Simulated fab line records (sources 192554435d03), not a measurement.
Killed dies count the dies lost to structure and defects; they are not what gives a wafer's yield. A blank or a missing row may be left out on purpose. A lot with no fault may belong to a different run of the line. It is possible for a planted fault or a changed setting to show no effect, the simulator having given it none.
Which tool did it? / flow n5-finfet / 22 lots, 66 wafers sampled, at 1 step of a route of 1938

WHAT THE GAUGES SHOWED, per wafer
N5_BEOL_M6_INSPECT_30: inspects for defects (brightfield). Usual: raw-defect-count 392, standard deviation 78.
lot=L075; measured=day 8 13:14; on=defect-inspect-02; raw-defect-count=417 453 498; flag=
lot=L074; measured=day 9 04:15; on=defect-inspect-02; raw-defect-count=548 390 494; flag=
lot=L076; measured=day 9 05:25; on=defect-inspect-02; raw-defect-count=394 381 541; flag=
lot=L077; measured=day 9 06:04; on=defect-inspect-01; raw-defect-count=429 516 394; flag=
lot=L078; measured=day 9 17:28; on=defect-inspect-01; raw-defect-count=376 461 314; flag=
lot=L079; measured=day 9 20:02; on=defect-inspect-01; raw-defect-count=423 366 349; flag=
lot=L080; measured=day 10 04:23; on=defect-inspect-01; raw-defect-count=479 376 391; flag=
lot=L081; measured=day 10 09:13; on=defect-inspect-02; raw-defect-count=386 391 403; flag=
lot=L083; measured=day 10 14:22; on=defect-inspect-01; raw-defect-count=299 285 373; flag=
lot=L084; measured=day 11 03:17; on=defect-inspect-02; raw-defect-count=277 386 309; flag=
lot=L085; measured=day 11 08:53; on=defect-inspect-02; raw-defect-count=427 510 465; flag=
lot=L086; measured=day 11 17:55; on=defect-inspect-01; raw-defect-count=339 390 530; flag=
lot=L087; measured=day 12 16:07; on=defect-inspect-01; raw-defect-count=355 394 359; flag=
lot=L089; measured=day 12 20:07; on=defect-inspect-01; raw-defect-count=256 261 304; flag=
lot=L088; measured=day 12 20:10; on=defect-inspect-01; raw-defect-count=274 331 366; flag=
lot=L090; measured=day 12 23:56; on=defect-inspect-01; raw-defect-count=386 268 463; flag=
lot=L091; measured=day 13 02:31; on=defect-inspect-01; raw-defect-count=400 413 393; flag=
lot=L093; measured=day 13 13:32; on=defect-inspect-02; raw-defect-count=459 344 439; flag=
lot=L094; measured=day 13 18:47; on=defect-inspect-02; raw-defect-count=495 347 450; flag=
lot=L092; measured=day 13 19:19; on=defect-inspect-02; raw-defect-count=468 284 386; flag=
lot=L096; measured=day 14 10:44; on=defect-inspect-01; raw-defect-count=272 327 296; flag=
lot=L097; measured=day 14 12:59; on=defect-inspect-01; raw-defect-count=347 368 596; flag=

WHICH TOOL RAN EACH LOT (tool, then ch and the chambers of the sampled wafers, then the start)
The record shows no process step preceding these readings.

WHAT THE TOOLS THEMSELVES READ (means of the sampled wafers that have a number; where no wafer has one, the mark that the record gives instead)
The record holds no such reading with a usual standard deviation.

THE ANSWER, worked out from the rows above alone
Rule: take the mean of a lot's wafers that have a number; if it is more than 3 standard deviations from the usual mean, the lot is off. Also off: a lot with no number at a reading for which 4 or more lots have one. All remaining lots with rows at the step are treated as sound. First the gauges in route order, then the tools' own readings, where a lot's mean is used as printed above. The first step at which some lot is off is used, and at that step the reading that is off furthest; a lot without a number counts as furthest.
No lot is off on any of the readings shown, so nothing can be concluded from this.

WHAT WAS PUT IN BY THE SIMULATOR
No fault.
